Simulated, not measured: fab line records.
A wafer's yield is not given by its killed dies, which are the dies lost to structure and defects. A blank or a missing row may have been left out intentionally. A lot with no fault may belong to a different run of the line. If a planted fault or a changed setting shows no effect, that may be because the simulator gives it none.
Matching of chambers / flow nand-harc / NHARC_A_CHANNEL_FILL_D1_ETCHBACK_20 on rie-diel-11: 4 sister chambers
The step etches the open film in C4F8/O2/Ar, target depth 27 nm, time 13.5 s. 4 wafers are shown with their chamber, then 9 later ones without.

## EACH WAFER AND ITS CHAMBER
wafer=L344.2; chamber=2; rf-vpp-V (V)=982
wafer=L346.2; chamber=0; rf-vpp-V (V)=970
wafer=L346.3; chamber=1; rf-vpp-V (V)=976
wafer=L346.6; chamber=3; rf-vpp-V (V)=985

## WAFERS WITH NO CHAMBER GIVEN
wafer=L349.1; rf-vpp-V (V)=983
wafer=L349.3; rf-vpp-V (V)=985
wafer=L349.4; rf-vpp-V (V)=970
wafer=L350.2; rf-vpp-V (V)=976
wafer=L350.4; rf-vpp-V (V)=969
wafer=L350.5; rf-vpp-V (V)=977
wafer=L351.2; rf-vpp-V (V)=976
wafer=L351.4; rf-vpp-V (V)=981
wafer=L351.6; rf-vpp-V (V)=976

## EACH ONE'S CHAMBER
wafer=L349.1; from the rows above=can't be placed: 2 or 3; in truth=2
wafer=L349.3; from the rows above=3; in truth=3
wafer=L349.4; from the rows above=0; in truth=0
wafer=L350.2; from the rows above=1; in truth=1
wafer=L350.4; from the rows above=0; in truth=0
wafer=L350.5; from the rows above=1; in truth=1
wafer=L351.2; from the rows above=1; in truth=1
wafer=L351.4; from the rows above=2; in truth=2
wafer=L351.6; from the rows above=1; in truth=1
8 of 9 placed correctly. Cannot be placed on the basis of these rows: 1; the candidates contain the true chamber in 1. Number placed wrongly: 0.
How it was worked out, from the rows above alone: a wafer's distance from a chamber is the root of the sum, over the readings, of the square of ((its reading less the chamber's mean) divided by the reading's scatter). The wafer belongs to the nearest chamber; if the next one is less than 2 further off, it can't be placed. A chamber's mean is the mean of its shown wafers. The scatter: root of mean squared gap, hidden wafer to nearest shown wafer, with one shown wafer a chamber.
